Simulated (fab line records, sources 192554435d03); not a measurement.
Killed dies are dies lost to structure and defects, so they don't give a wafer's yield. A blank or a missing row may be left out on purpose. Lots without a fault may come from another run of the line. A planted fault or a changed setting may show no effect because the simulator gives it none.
fab line records | flow n5_finfet
record lots=5 wafers=15 last_day=15
route steps=1938 shown BEOL_M2@914 BEOL_M3@931
lots that met no fault: from a run of the same line without faults
start_h: hours from the record's first day to the start of the lot's first wafer shown | wait_h: hours since the lot's step before | " the same as in the row above | L1.1+2: a row that stands for several wafers | - no value, or no start given | * or withheld: withheld | < > ~ a bound
route shown NAME@n: a module of which the file shows steps, and the number in the route of the first | usual: mean/standard deviation of fault-free wafers | same: alike in all rows | chamber/n: place in a boat | sites: the reading at each site | _std_site: their standard deviation | _edge_site: outer sites' mean less inner sites' | radius_mm: how far each site lies from the wafer's centre | mask NAME#n: copy n | behind: the tool/chamber that last shaped the wafer | hold: why the lot was held/for how many hours/how that ended | device: the transistor (n, p or np) that didn't switch | end of line: the same wafers' tests at the end of the route | a step without rows: its recipe alone | killed: dies lost to structure and defects at the first sort, not the wafer's yield | map: a wafer's dies, x killed, . not, _ none there
set.NAME: the setting as run; set.NAME@STEP: as run at that earlier step | model.NAME: the simulator's own value behind a step, which no gauge read
lots at some steps of the route; a table a step, a row a wafer
services: from which hour (start_h, from the record's first day; less than 0 if before it) a tool's chamber was out of use, for how many hours, and why
## steps
# step N5_BEOL_M2_SPUTTER_90
# recipe material=Cu target_thk_a=45 temp_c=-20 chamber_pressure_pa=0.07 power_w=withheld time_s=8.29
# usual throttle_valve_pct=30.4/1.1
# columns lot.wafer tool chamber start_h wait_h throttle_valve_pct
L076.1 pvd_sputter-02 - 157.49 0.1 31.9
L076.3 " - " " 30.5
L076.5 " - " " 30.2
L080.1 pvd_sputter-03 - 182.60 0.1 30.5
L080.2 " - " " 28.1
L080.6 " - " " 31.5
L083.2 pvd_sputter-02 - 198.19 0.1 30.2
L083.4 " - " " 30.3
L083.5 " - " " 30.2
L085.1 pvd_sputter-02 - 225.82 0.1 30.0
L085.2 " - " " 31.8
L085.3 " - " " 31.7
L089.2 pvd_sputter-02 - 240.92 0.1 30.3
L089.3 " - " " 32.1
L089.5 " - " " 31.6
# step N5_BEOL_M2_ANNEAL_91
# recipe temp_c=400 time_s=240 ambient=vacuum
# usual heater_power_w=835/78
# columns lot.wafer tool chamber start_h wait_h heater_power_w
L076.1 pvd_sputter-02 - 157.57 0.0 972
L076.3 " - " " 776
L076.5 " - " " 923
L080.1 pvd_sputter-03 - 182.68 0.0 884
L080.2 " - " " 766
L080.6 " - " " 848
L083.2 pvd_sputter-02 - 198.27 0.0 936
L083.4 " - " " 801
L083.5 " - " " 800
L085.1 pvd_sputter-02 - 225.90 0.0 790
L085.2 " - " " 955
L085.3 " - " " 769
L089.2 pvd_sputter-02 - 241.00 0.0 788
L089.3 " - " " 967
L089.5 " - " " 756
# step N5_BEOL_M2_SPUTTER_92
# recipe material=Cu target_thk_a=45 temp_c=-20 chamber_pressure_pa=0.07 power_w=withheld time_s=8.29
# usual throttle_valve_pct=30.4/1.1
# columns lot.wafer tool chamber start_h wait_h throttle_valve_pct
L076.1 pvd_sputter-02 - 157.71 0.1 32.1
L076.3 " - " " 30.2
L076.5 " - " " 29.9
L080.1 pvd_sputter-03 - 182.82 0.1 30.6
L080.2 " - " " 28.4
L080.6 " - " " 31.4
L083.2 pvd_sputter-02 - 198.41 0.1 30.2
L083.4 " - " " 30.1
L083.5 " - " " 30.3
L085.1 pvd_sputter-02 - 226.04 0.1 30.0
L085.2 " - " " 32.1
L085.3 " - " " 31.6
L089.2 pvd_sputter-02 - 241.14 0.1 29.9
L089.3 " - " " 31.9
L089.5 " - " " 31.8
# step N5_BEOL_M2_ANNEAL_93
# recipe temp_c=400 time_s=240 ambient=vacuum
# usual heater_power_w=834/76
# columns lot.wafer tool chamber start_h wait_h heater_power_w
L076.1 pvd_sputter-02 - 157.79 0.0 963
L076.3 " - " " 801
L076.5 " - " " 926
L080.1 pvd_sputter-03 - 182.90 0.0 894
L080.2 " - " " 781
L080.6 " - " " 857
L083.2 pvd_sputter-02 - 198.49 0.0 957
L083.4 " - " " 771
L083.5 " - " " 786
L085.1 pvd_sputter-02 - 226.12 0.0 787
L085.2 " - " " 949
L085.3 " - " " 769
L089.2 pvd_sputter-02 - 241.22 0.0 785
L089.3 " - " " 978
L089.5 " - " " 770
# step N5_BEOL_M2_SPUTTER_94
# recipe material=Cu target_thk_a=45 temp_c=-20 chamber_pressure_pa=0.07 power_w=withheld time_s=8.29
# usual throttle_valve_pct=30.4/1.1
# columns lot.wafer tool chamber start_h wait_h throttle_valve_pct
L076.1 pvd_sputter-02 - 157.93 0.1 31.8
L076.3 " - " " 30.0
L076.5 " - " " 30.3
L080.1 pvd_sputter-03 - 183.04 0.1 30.5
L080.2 " - " " 28.2
L080.6 " - " " 31.5
L083.2 pvd_sputter-02 - 198.63 0.1 30.2
L083.4 " - " " 30.3
L083.5 " - " " 30.2
L085.1 pvd_sputter-02 - 226.26 0.1 30.3
L085.2 " - " " 31.8
L085.3 " - " " 31.5
L089.2 pvd_sputter-02 - 241.36 0.1 30.5
L089.3 " - " " 32.0
L089.5 " - " " 31.7
# step N5_BEOL_M2_ANNEAL_95
# recipe temp_c=400 time_s=240 ambient=vacuum
# usual heater_power_w=837/77
# columns lot.wafer tool chamber start_h wait_h heater_power_w
L076.1 pvd_sputter-02 - 158.01 0.0 968
L076.3 " - " " 776
L076.5 " - " " 927
L080.1 pvd_sputter-03 - 183.12 0.0 937
L080.2 " - " " 771
L080.6 " - " " 842
L083.2 pvd_sputter-02 - 198.71 0.0 940
L083.4 " - " " 790
L083.5 " - " " 805
L085.1 pvd_sputter-02 - 226.34 0.0 803
L085.2 " - " " 961
L085.3 " - " " 762
L089.2 pvd_sputter-02 - 241.44 0.0 798
L089.3 " - " " 972
L089.5 " - " " 774
# step N5_BEOL_M2_SPUTTER_96
# recipe material=Cu target_thk_a=45 temp_c=-20 chamber_pressure_pa=0.07 power_w=withheld time_s=8.29
# usual throttle_valve_pct=30.4/1.1
# columns lot.wafer tool chamber start_h wait_h throttle_valve_pct
L076.1 pvd_sputter-02 - 158.15 0.1 31.9
L076.3 " - " " 30.1
L076.5 " - " " 29.8
L080.1 pvd_sputter-03 - 183.26 0.1 30.5
L080.2 " - " " 27.9
L080.6 " - " " 31.4
L083.2 pvd_sputter-02 - 198.85 0.1 30.4
L083.4 " - " " 30.2
L083.5 " - " " 30.2
L085.1 pvd_sputter-02 - 226.48 0.1 30.4
L085.2 " - " " 31.7
L085.3 " - " " 31.5
L089.2 pvd_sputter-02 - 241.58 0.1 30.1
L089.3 " - " " 32.0
L089.5 " - " " 31.5
# step N5_BEOL_M2_ECD_50
# recipe material=Cu target_thk_a=3000
# columns lot.wafer tool chamber start_h wait_h
L076.1+3+5 ecd_cu-02 1,0,0 158.27 0.1
L080.1+2+6 ecd_cu-02 0,1,0 183.38 0.1
L083.2+4+5 ecd_cu-02 1,0,1 198.97 0.1
L085.1+2+3 ecd_cu-02 1,0,0 226.60 0.1
L089.2+3+5 ecd_cu-01 0,1,1 241.70 0.1
# step N5_BEOL_M2_ANNEAL_51
# recipe temp_c=225 time_s=90 ambient=N2
# usual wafer_temp_C_max=225.88/0.26
# columns lot.wafer tool chamber start_h wait_h wafer_temp_C_max
L076.1 rtp_anneal-02 0 158.38 0.1 225.76
L076.3 " 0 " " 225.94
L076.5 " 0 " " 225.68
L080.1 rtp_anneal-02 0 183.47 0.1 225.73
L080.2 " 0 " " 225.42
L080.6 " 0 " " 225.24
L083.2 rtp_anneal-02 0 199.09 0.1 225.99
L083.4 " 0 " " 225.91
L083.5 " 0 " " 225.72
L085.1 rtp_anneal-02 0 226.74 0.1 225.97
L085.2 " 0 " " 225.82
L085.3 " 0 " " 225.84
L089.2 rtp_anneal-02 0 241.82 0.1 225.80
L089.3 " 0 " " 225.63
L089.5 " 0 " " 225.61
# step N5_BEOL_M2_CMP_52
# recipe stop_on=SiOC t_overpolish_s=6.8 down_force_psi=1 platen_rpm=50 clearing_platen_down_force_psi=1.5 clearing_platen_rpm=50 post_cmp_clean=cu_alkaline target_thk_nm=40 clearing_platen_pad_velocity_m_s=0.99484 pad_velocity_m_s=0.99484
# usual barrier_field_endpoint_s=24.6/0.52 clearing_platen_down_force_psi=1.4999/0.0029 motor_current_A=6.2/0.61 overpolish_run_s=6.801/0.0075 time_to_endpoint_s=62.1/2.5
# columns lot.wafer tool chamber start_h wait_h barrier_field_endpoint_s clearing_platen_down_force_psi motor_current_A overpolish_run_s time_to_endpoint_s
L076.3 cmp-01 1 158.68 0.2 24.7 1.5001 6.5 6.804 61.5
L076.1 " 0 " " 24.2 1.5001 5.6 6.806 62.8
L076.5 " 1 " " 24.6 1.4967 6.4 6.797 59.1
L080.2 cmp-03 0 183.77 0.2 23.4 1.4981 6.7 6.812 58.5
L080.1 " 2 " " 23.5 1.4989 6.0 6.799 58.7
L080.6 " 1 " " 23.9 1.4959 5.9 6.804 60.4
L083.2 cmp-01 2 199.38 0.2 24.7 1.4984 4.9 6.806 65.8
L083.4 " 3 " " 24.8 1.5017 5.3 6.827 61.6
L083.5 " 2 " " 24.7 1.5004 4.7 6.800 64.6
L085.1 cmp-01 1 227.04 0.3 24.1 1.4974 6.4 6.802 58.9
L085.3 " 2 " " 25.1 1.5011 4.8 6.807 64.6
L085.2 " 0 " " 24.8 1.5008 5.4 6.803 63.9
L089.2 cmp-03 3 242.15 0.3 24.5 1.4981 6.1 6.800 59.5
L089.3 " 0 " " 24.2 1.4987 6.2 6.812 60.3
L089.5 " 2 " " 23.7 1.4992 5.8 6.810 57.4
# step N5_BEOL_M2_THK_MEAS_53
# recipe thk_meas_gauge=xrf reads=Cu_of_BEOL_M2_ECD_50
# usual M2_THK=40.1/1.5
# columns lot.wafer tool chamber start_h wait_h M2_THK[nm]
L076.1 film_metro-01 - 158.97 - 40.5
L076.3 " - " " 38.7
L076.5 " - " " 39.7
L080.1 film_metro-02 - 184.06 - 41.1
L080.2 " - " " 39.0
L080.6 " - " " 39.9
L083.2 film_metro-02 - 199.64 - 42.2
L083.4 " - " " 40.6
L083.5 " - " " 43.5
L085.1 film_metro-01 - 227.33 - 40.1
L085.2 " - " " 42.6
L085.3 " - " " 40.7
L089.2 film_metro-01 - 242.37 - 39.8
L089.3 " - " " 39.6
L089.5 " - " " 38.9
# step N5_BEOL_M2_PRE_CLEAN_60
# recipe gas=NH3/H2 time_s=15 temp_c=* rf_power_w=300
# usual heater_power_outer_w=17/11 heater_power_w=76/18
# columns lot.wafer tool chamber start_h wait_h heater_power_outer_w heater_power_w
L076.1 cvd_co-02 1 159.01 0.0 36 102
L076.3 " 0 " " 28 83
L076.5 " 1 " " 35 100
L080.1 cvd_co-01 2 184.10 0.0 17 63
L080.2 " 0 " " 18 90
L080.6 " 0 " " 18 91
L083.2 cvd_co-02 2 199.67 0.0 12 76
L083.4 " 2 " " 12 79
L083.5 " 0 " " 28 84
L085.1 cvd_co-02 2 227.37 0.0 12 77
L085.2 " 0 " " 28 85
L085.3 " 1 " " 34 102
L089.2 cvd_co-01 1 242.49 0.1 0 45
L089.3 " 2 " " 18 64
L089.5 " 0 " " 18 94
# step N5_BEOL_M2_CO_CAP_55
# recipe material=Co target_thk_a=20 temp_c=200 precursor=CCTBA/H2 pressure_torr=30 time_s=102.1
# usual heater_power_outer_w=119/14 heater_power_w=224/22
# columns lot.wafer tool chamber start_h wait_h heater_power_outer_w heater_power_w
L076.1 cvd_co-02 1 159.05 0.0 141 253
L076.3 " 0 " " 132 235
L076.5 " 1 " " 143 258
L080.1 cvd_co-01 2 184.14 0.0 120 210
L080.2 " 0 " " 122 240
L080.6 " 0 " " 121 245
L083.2 cvd_co-02 2 199.73 0.0 114 227
L083.4 " 2 " " 111 224
L083.5 " 0 " " 127 235
L085.1 cvd_co-02 2 227.41 0.0 110 223
L085.2 " 0 " " 136 237
L085.3 " 1 " " 140 255
L089.2 cvd_co-01 1 242.53 0.0 95 184
L089.3 " 2 " " 118 210
L089.5 " 0 " " 118 241
# step N5_BEOL_M2_PRE_CLEAN_56
# recipe gas=NH3 time_s=15 temp_c=withheld rf_power_w=300
# columns lot.wafer tool chamber start_h wait_h
L076.1+3+5 pecvd-02 2,1,0 159.14 0.1
L080.1+2+6 pecvd-04 1,2,0 184.23 0.1
L083.2+4+5 pecvd-02 1,1,0 199.86 0.1
L085.1+2+3 pecvd-02 1,2,0 227.50 0.1
L089.2+3+5 pecvd-02 1,2,0 242.62 0.1
# step N5_BEOL_M2_DEP_57
# recipe material=SiCN target_thk_a=80 temp_c=withheld precursor=3MS/NH3 pressure_torr=3 rf_w=202 time_s=14
# usual showerhead_plenum_p_Torr=3.662/0.012 throttle_valve_pct=9.1/0.58
# columns lot.wafer tool chamber start_h wait_h showerhead_plenum_p_Torr throttle_valve_pct
L076.1 pecvd-02 2 159.16 0.0 3.668 8.5
L076.3 " 1 " " 3.666 9.6
L076.5 " 0 " " 3.673 9.6
L080.1 pecvd-04 1 184.26 0.0 3.673 8.7
L080.2 " 2 " " 3.645 9.1
L080.6 " 0 " " 3.664 8.9
L083.2 pecvd-02 1 199.88 0.0 3.657 9.4
L083.4 " 1 " " 3.659 9.7
L083.5 " 0 " " 3.673 9.5
L085.1 pecvd-02 1 227.53 0.0 3.670 9.3
L085.2 " 2 " " 3.668 8.8
L085.3 " 0 " " 3.667 9.8
L089.2 pecvd-02 1 242.65 0.0 3.656 9.7
L089.3 " 2 " " 3.665 8.3
L089.5 " 0 " " 3.673 9.7
# step N5_BEOL_M2_RS_MEAS_58
# recipe thk_meas_gauge=four-point-probe reads=Co_of_BEOL_M2_CO_CAP_55+Cu_of_BEOL_M2_ECD_50+Co_of_BEOL_M2_CVD_47+TaN_of_BEOL_M2_ALD_84
# usual M2_RS=0.67/0.032
# columns lot.wafer tool chamber start_h wait_h M2_RS[ohm/sq]
L076.1 film_metro-02 - 159.23 0.0 0.66
L076.3 " - " " 0.70
L076.5 " - " " 0.68
L080.1 film_metro-01 - 184.32 0.0 0.65
L080.2 " - " " 0.69
L080.6 " - " " 0.68
L083.2 film_metro-01 - 199.95 0.1 0.63
L083.4 " - " " 0.67
L083.5 " - " " 0.61
L085.1 film_metro-01 - 227.59 0.0 0.68
L085.2 " - " " 0.63
L085.3 " - " " 0.66
L089.2 film_metro-02 - 242.72 0.1 0.68
L089.3 " - " " 0.68
L089.5 " - " " 0.69
# step N5_BEOL_M2_INSPECT_59
# recipe inspect_instrument=darkfield mode=post_dep
# usual raw_defect_count=71/25
# columns lot.wafer tool chamber start_h wait_h raw_defect_count
L076.1 defect_inspect-02 - 159.26 0.0 94
L076.3 " - " " 82
L076.5 " - " " 60
L080.1 defect_inspect-01 - 184.35 0.0 91
L080.2 " - " " 139
L080.6 " - " " 86
L083.2 defect_inspect-01 - 199.98 0.0 84
L083.4 " - " " 110
L083.5 " - " " 81
L085.1 defect_inspect-01 - 227.62 0.0 40
L085.2 " - " " 44
L085.3 " - " " 53
L089.2 defect_inspect-02 - 242.74 0.0 55
L089.3 " - " " 48
L089.5 " - " " 72
# step N5_BEOL_M3_ILD_DEP_00
# recipe material=SiOC target_thk_a=790 temp_c=350 precursor=DEMS/O2 pressure_torr=5 rf_w=500 time_s=15.3
# usual heater_power_outer_w=257/31 heater_power_w=468/57 showerhead_plenum_p_Torr=5.690/0.014 throttle_valve_pct=11.9/0.86
# columns lot.wafer tool chamber start_h wait_h heater_power_outer_w heater_power_w showerhead_plenum_p_Torr throttle_valve_pct
L076.1 pecvd-03 0 159.29 0.0 240 404 5.693 12.1
L076.3 " 2 " " 257 481 5.721 10.6
L076.5 " 0 " " 241 394 5.688 12.2
L080.1 pecvd-03 0 184.39 0.0 274 433 5.681 12.1
L080.2 " 0 " " 269 446 5.688 12.2
L080.6 " 0 " " 275 445 5.693 12.3
L083.2 pecvd-01 0 200.01 0.0 236 396 5.681 13.8
L083.4 " 1 " " 263 479 5.673 11.1
L083.5 " 1 " " 259 474 5.684 11.3
L085.1 pecvd-04 0 227.66 0.0 269 544 5.696 11.3
L085.2 " 1 " " 193 363 5.706 11.3
L085.3 " 0 " " 280 555 5.683 11.5
L089.2 pecvd-03 1 242.78 0.0 233 498 5.711 12.7
L089.3 " 0 " " 261 426 5.688 12.2
L089.5 " 0 " " 260 425 5.701 12.4
# step N5_BEOL_M3_THK_MEAS_01
# recipe reads=SiOC_of_BEOL_M3_ILD_DEP_00
# usual M3_ILD_THK=79.0/0.91
# columns lot.wafer tool chamber start_h wait_h M3_ILD_THK[nm]
L076.1 film_metro-02 - 159.36 0.0 78.2
L076.3 " - " " 79.1
L076.5 " - " " 78.5
L080.1 film_metro-02 - 184.52 0.1 78.2
L080.2 " - " " 79.7
L080.6 " - " " 79.7
L083.2 film_metro-01 - 200.10 0.1 78.2
L083.4 " - " " 79.6
L083.5 " - " " 78.8
L085.1 film_metro-02 - 227.74 0.1 79.6
L085.2 " - " " 79.7
L085.3 " - " " 80.1
L089.2 film_metro-01 - 242.86 0.1 78.5
L089.3 " - " " 77.8
L089.5 " - " " 78.1
# step N5_BEOL_M3_PECVD_72
# recipe material=SiO2 target_thk_a=160 temp_c=400 precursor=TEOS/O2 pressure_torr=5.5 rf_w=450 teos_flow_sccm=53.8 gas=O2 flow_sccm=3000 time_s=18
# usual heater_power_outer_w=422/46 heater_power_w=704/76 showerhead_plenum_p_Torr=8.74/0.065 throttle_valve_pct=22.1/1.6
# columns lot.wafer tool chamber start_h wait_h heater_power_outer_w heater_power_w showerhead_plenum_p_Torr throttle_valve_pct
L076.1 pecvd-04 0 159.40 0.0 447 793 8.73 21.1
L076.3 " 2 " " 400 704 8.66 22.4
L076.5 " 1 " " 359 601 8.86 21.8
L080.1 pecvd-01 2 184.56 0.0 466 768 8.75 22.2
L080.2 " 1 " " 460 781 8.68 21.2
L080.6 " 2 " " 476 778 8.78 21.8
L083.2 pecvd-04 2 200.14 0.0 468 785 8.67 22.5
L083.4 " 0 " " 431 779 8.72 21.1
L083.5 " 2 " " 472 757 8.69 22.3
L085.1 pecvd-01 2 227.78 0.0 497 785 8.77 21.9
L085.2 " 0 " " 389 599 8.69 25.7
L085.3 " 1 " " 381 660 8.72 21.1
L089.2 pecvd-01 2 242.90 0.0 452 757 8.78 22.2
L089.3 " 0 " " 451 670 8.66 25.5
L089.5 " 0 " " 467 681 8.68 25.3
# step N5_BEOL_M3_HM_DEP_02
# recipe material=TiN target_thk_a=200 temp_c=25 chamber_pressure_pa=0.49996
# usual throttle_valve_pct=30.2/1.1
# columns lot.wafer tool chamber start_h wait_h throttle_valve_pct
L076.1 pvd_sputter-03 - 159.54 0.1 30.6
L076.3 " - " " 28.0
L076.5 " - " " 29.3
L080.1 pvd_sputter-01 - 185.15 0.6 29.5
L080.2 " - " " 29.7
L080.6 " - " " 29.4
L083.2 pvd_sputter-03 - 201.24 1.1 30.5
L083.4 " - " " 31.6
L083.5 " - " " 31.4
L085.1 pvd_sputter-03 - 229.12 1.3 30.7
L085.2 " - " " 31.6
L085.3 " - " " 29.7
L089.2 pvd_sputter-01 - 244.63 1.7 29.4
L089.3 " - " " 31.7
L089.5 " - " " 29.5
# step N5_BEOL_M3_COAT_61
# recipe resist=SOC temp_c=250 time_s=60 spin_rpm=1500 resist_thk_nm=60
# usual spin_speed_rpm=1500.2/1.2
# columns lot.wafer tool chamber start_h wait_h spin_speed_rpm
L076.1 litho_track-02 0 159.67 0.1 1500.8
L076.3 " 0 " " 1499.4
L076.5 " 0 " " 1499.0
L080.1 litho_track-04 0 185.27 0.1 1498.5
L080.2 " 0 " " 1500.0
L080.6 " 0 " " 1498.8
L083.2 litho_track-02 0 201.36 0.1 1501.1
L083.4 " 0 " " 1503.4
L083.5 " 0 " " 1500.3
L085.1 litho_track-02 0 229.25 0.1 1499.8
L085.2 " 0 " " 1501.0
L085.3 " 0 " " 1501.5
L089.2 litho_track-04 0 244.76 0.1 1500.4
L089.3 " 0 " " 1501.8
L089.5 " 0 " " 1500.2
# step N5_BEOL_M3_COAT_62
# recipe resist=SiARC temp_c=220 time_s=60 spin_rpm=1500 resist_thk_nm=12
# usual spin_speed_rpm=1500.1/1
# columns lot.wafer tool chamber start_h wait_h spin_speed_rpm
L076.1 litho_track-02 0 - - 1501.4
L076.3 " 0 " " 1499.2
L076.5 " 0 " " 1500.4
L080.1 litho_track-04 0 - - 1499.8
L080.2 " 0 " " 1499.9
L080.6 " 0 " " 1498.5
L083.2 litho_track-02 0 - - 1500.0
L083.4 " 0 " " 1499.9
L083.5 " 0 " " 1502.2
L085.1 litho_track-02 0 - - 1500.5
L085.2 " 0 " " 1501.3
L085.3 " 0 " " 1500.1
L089.2 litho_track-04 0 - - 1499.9
L089.3 " 0 " " 1501.1
L089.5 " 0 " " 1500.5
# step N5_BEOL_M3_COAT_73
# recipe resist=underlayer temp_c=205 time_s=60 spin_rpm=1500 resist_thk_nm=5
# usual spin_speed_rpm=1500.0/1
# columns lot.wafer tool chamber start_h wait_h spin_speed_rpm
L076.1 litho_track-02 0 - - 1499.5
L076.3 " 0 " " 1500.7
L076.5 " 0 " " 1499.8
L080.1 litho_track-04 0 - - 1500.7
L080.2 " 0 " " 1499.5
L080.6 " 0 " " 1499.3
L083.2 litho_track-02 0 - - 1501.5
L083.4 " 0 " " 1499.6
L083.5 " 0 " " 1502.5
L085.1 litho_track-02 0 - - 1501.1
L085.2 " 0 " " 1501.0
L085.3 " 0 " " 1502.1
L089.2 litho_track-04 0 - - 1500.1
L089.3 " 0 " " 1500.8
L089.5 " 0 " " 1500.5
# step N5_BEOL_M3_COAT_05
# recipe resist=CAR-EUV spin_rpm=1500 resist_thk_nm=30
# usual spin_speed_rpm=1500.2/1.2
# columns lot.wafer tool chamber start_h wait_h spin_speed_rpm
L076.1 litho_track-02 0 - - 1501.9
L076.3 " 0 " " 1500.3
L076.5 " 0 " " 1499.9
L080.1 litho_track-04 0 - - 1498.9
L080.2 " 0 " " 1499.7
L080.6 " 0 " " 1498.7
L083.2 litho_track-02 0 - - 1500.1
L083.4 " 0 " " 1501.5
L083.5 " 0 " " 1500.8
L085.1 litho_track-02 0 - - 1500.9
L085.2 " 0 " " 1500.6
L085.3 " 0 " " 1501.4
L089.2 litho_track-04 0 - - 1500.0
L089.3 " 0 " " 1499.7
L089.5 " 0 " " 1499.5
# step N5_BEOL_M3_EBR_07
# recipe solvent=PGMEA ebr_width_mm=1.5
# columns lot.wafer tool chamber start_h wait_h
L076.1+3+5 litho_track-02 0 - -
L080.1+2+6 litho_track-04 0 - -
L083.2+4+5 litho_track-02 0 - -
L085.1+2+3 litho_track-02 0 - -
L089.2+3+5 litho_track-04 0 - -
# step N5_BEOL_M3_SOFTBAKE_06
# recipe temp_c=110 time_s=60 resist=CAR-EUV
# columns lot.wafer tool chamber start_h wait_h
L076.1+3+5 litho_track-02 0 - -
L080.1+2+6 litho_track-04 0 - -
L083.2+4+5 litho_track-02 0 - -
L085.1+2+3 litho_track-02 0 - -
L089.2+3+5 litho_track-04 0 - -
# step N5_BEOL_M3_EXPOSE_08
# recipe mask_id=M3 na=0.33 source_shape=dipole sigma_inner=0.369 sigma_outer=0.767 polarization=unpolarized dose_mj=33
# usual focus_offset_nm=-0.1/0.52
# columns lot.wafer tool chamber start_h wait_h mask focus_offset_nm
L076.1 euv_scanner-02 0 159.81 - M3#0 0.3
L076.3 " 0 " " M3#0 0.1
L076.5 " 0 " " M3#0 -0.2
L080.1 euv_scanner-02 0 185.41 - M3#0 -0.1
L080.2 " 0 " " M3#0 -0.8
L080.6 " 0 " " M3#0 -0.1
L083.2 euv_scanner-02 0 201.51 - M3#0 -0.1
L083.4 " 0 " " M3#0 0.5
L083.5 " 0 " " M3#0 0.4
L085.1 euv_scanner-01 0 229.38 - M3#0 -0.6
L085.2 " 0 " " M3#0 0.4
L085.3 " 0 " " M3#0 0.1
L089.2 euv_scanner-02 0 245.03 - M3#0 0.0
L089.3 " 0 " " M3#0 -0.2
L089.5 " 0 " " M3#0 0.3
# step N5_BEOL_M3_PEB_09
# recipe peb_temp_c=100 peb_time_s=60 resist=CAR-EUV
# columns lot.wafer tool chamber start_h wait_h
L076.1+3+5 litho_track-05 0 159.87 0.1
L080.1+2+6 litho_track-05 0 185.47 0.1
L083.2+4+5 litho_track-05 0 201.56 0.0
L085.1+2+3 litho_track-05 0 229.44 0.1
L089.2+3+5 litho_track-04 0 245.08 0.0
# step N5_BEOL_M3_DEVELOP_10
# recipe develop_time_s=30 developer=TMAH resist=CAR-EUV rinse_liquid=surfactant_rinse dry=air_spin dev_temp_c=23
# usual developer_temp_C=23.01/0.1
# columns lot.wafer tool chamber start_h wait_h developer_temp_C
L076.1 litho_track-05 0 - - 22.90
L076.3 " 0 " " 23.04
L076.5 " 0 " " 23.12
L080.1 litho_track-05 0 - - 23.05
L080.2 " 0 " " 23.09
L080.6 " 0 " " 22.95
L083.2 litho_track-05 0 - - 22.97
L083.4 " 0 " " 22.85
L083.5 " 0 " " 23.03
L085.1 litho_track-05 0 - - 22.84
L085.2 " 0 " " 22.98
L085.3 " 0 " " 22.80
L089.2 litho_track-04 0 - - 22.97
L089.3 " 0 " " 23.04
L089.5 " 0 " " 23.24
# step N5_BEOL_M3_CD_MEAS_11
# recipe target_cd_nm=17.05 landing_energy_ev=500 detector=se_inlens polarity=opening
# usual cd_nm=17.10/0.24
# columns lot.wafer tool chamber start_h wait_h cd_nm
L076.1 cd_sem-02 0 159.93 - 17.58
L076.3 " 0 " " 17.51
L076.5 " 0 " " 17.12
L080.1 cd_sem-02 0 185.54 - 17.14
L080.2 " 0 " " 17.55
L080.6 " 0 " " 17.35
L083.2 cd_sem-01 0 201.63 - 17.21
L083.4 " 0 " " 16.84
L083.5 " 0 " " 17.26
L085.1 cd_sem-02 0 229.51 - 16.94
L085.2 " 0 " " 17.09
L085.3 " 0 " " 17.64
L089.2 cd_sem-01 0 245.15 - 17.05
L089.3 " 0 " " 16.85
L089.5 " 0 " " 16.74
# step N5_BEOL_M3_OVL_MEAS_12
# recipe points_per_wafer=522
# usual M3_OVL=0.2/0.72
# same points_per_wafer=522
# columns lot.wafer tool chamber start_h wait_h M3_OVL[nm]
L076.1 overlay-01 0 159.96 0.0 0.4
L076.3 " 0 " " 1.0
L076.5 " 0 " " 0.0
L080.1 overlay-02 0 185.57 0.0 -0.5
L080.2 " 0 " " 0.2
L080.6 " 0 " " 1.2
L083.2 overlay-01 0 201.66 0.0 0.7
L083.4 " 0 " " 0.9
L083.5 " 0 " " 1.3
L085.1 overlay-02 0 229.54 0.0 0.2
L085.2 " 0 " " 0.9
L085.3 " 0 " " 0.4
L089.2 overlay-01 0 245.19 0.0 -0.1
L089.3 " 0 " " 0.1
L089.5 " 0 " " 0.4
# step N5_BEOL_M3_INSPECT_13
# recipe mode=adi inspect_instrument=brightfield
# usual raw_defect_count=421/100
# columns lot.wafer tool chamber start_h wait_h raw_defect_count
L076.1 defect_inspect-02 - 160.02 0.1 416
L076.3 " - " " 430
L076.5 " - " " 306
L080.1 defect_inspect-01 - 185.62 0.1 323
L080.2 " - " " 593
L080.6 " - " " 366
L083.2 defect_inspect-01 - 201.71 0.0 397
L083.4 " - " " 413
L083.5 " - " " 409
L085.1 defect_inspect-01 - 229.60 0.1 224
L085.2 " - " " 241
L085.3 " - " " 235
L089.2 defect_inspect-01 - 245.24 0.0 354
L089.3 " - " " 360
L089.5 " - " " 437
# step N5_BEOL_M3_DESCUM_16
# recipe chemistry=O2 time_s=7 source_power_w=50 bias_power_w=20 pressure_mtorr=20 rf_frequency_hz=2.712e+07 temp_c=40 resist=CAR-EUV o2_flow_sccm=225
# usual drypump_motor_current_A=5.8/0.34 oes_product_au=0.80/0.088 rf_vpp_V=243.4/1.5 showerhead_plenum_p_Torr=2.11/0.075 throttle_valve_pct=20.41/0.24
# columns lot.wafer tool chamber start_h wait_h drypump_motor_current_A oes_product_au rf_hours_counter_h rf_vpp_V showerhead_plenum_p_Torr throttle_valve_pct
L076.1 rie_diel-04 3 160.26 0.2 5.7 0.87 55 245.6 2.22 20.28
L076.3 " 0 " " 5.7 0.90 24 242.6 2.05 19.97
L076.5 " 0 " " 5.7 0.90 - 241.8 2.05 19.97
L080.1 rie_diel-04 3 185.74 0.1 5.7 0.85 63 244.9 2.21 20.29
L080.2 " 0 " " 5.8 0.89 33 243.3 2.05 19.98
L080.6 " 3 " " 5.7 0.85 - 245.3 2.21 20.28
L083.2 rie_diel-03 3 201.82 0.1 6.6 0.81 94 243.2 2.03 20.54
L083.4 " 2 " " 5.2 0.92 19 242.8 2.15 20.39
L083.5 " 2 " " 5.3 0.93 - 245.5 2.15 20.43
L085.1 rie_diel-03 2 229.63 0.0 5.2 0.92 28 244.7 2.14 20.41
L085.2 " 3 " " 6.6 0.81 103 242.2 2.03 20.55
L085.3 " 1 " " 5.9 0.72 213 243.4 2.07 20.45
L089.2 rie_diel-04 0 245.27 0.0 5.8 0.86 50 242.0 2.04 20.02
L089.3 " 2 " " 6.1 0.92 22 244.9 2.15 20.41
L089.5 " 0 " " 5.8 0.86 - 241.5 2.04 20.02
## services
# columns tool chamber start_h hours kind
euv_scanner-01 - 144.78 4.6 pm
cvd_co-02 1 146.01 5.8 repair
rie_diel-04 1 146.38 8.4 repair
pvd_sputter-02 - 159.31 7.1 repair
euv_scanner-02 - 162.57 1.8 repair
ecd_cu-01 - 170.35 1.4 repair
euv_scanner-02 - 175.94 6.2 pm
euv_scanner-01 - 182.19 1.0 pm
euv_scanner-02 - 183.20 1.0 pm
pecvd-01 2 192.19 10.5 repair
cmp-01 - 195.05 4.0 repair
rie_diel-04 3 195.40 5.2 repair
pecvd-04 2 202.38 - clean
pecvd-04 2 202.38 - consumable_replace:showerhead
pecvd-04 2 202.38 29.0 scheduled_down
cmp-01 - 202.53 2.6 repair
rie_diel-04 - 207.32 0.2 repair
pecvd-03 - 210.90 0.7 repair
cmp-03 - 212.43 9.3 pm
euv_scanner-01 - 234.35 1.0 pm
litho_track-04 - 236.92 - consumable_replace:filter
pecvd-01 1 237.48 10.0 repair
euv_scanner-02 - 238.50 1.0 pm
ecd_cu-02 - 240.35 4.2 repair
## key
fault none
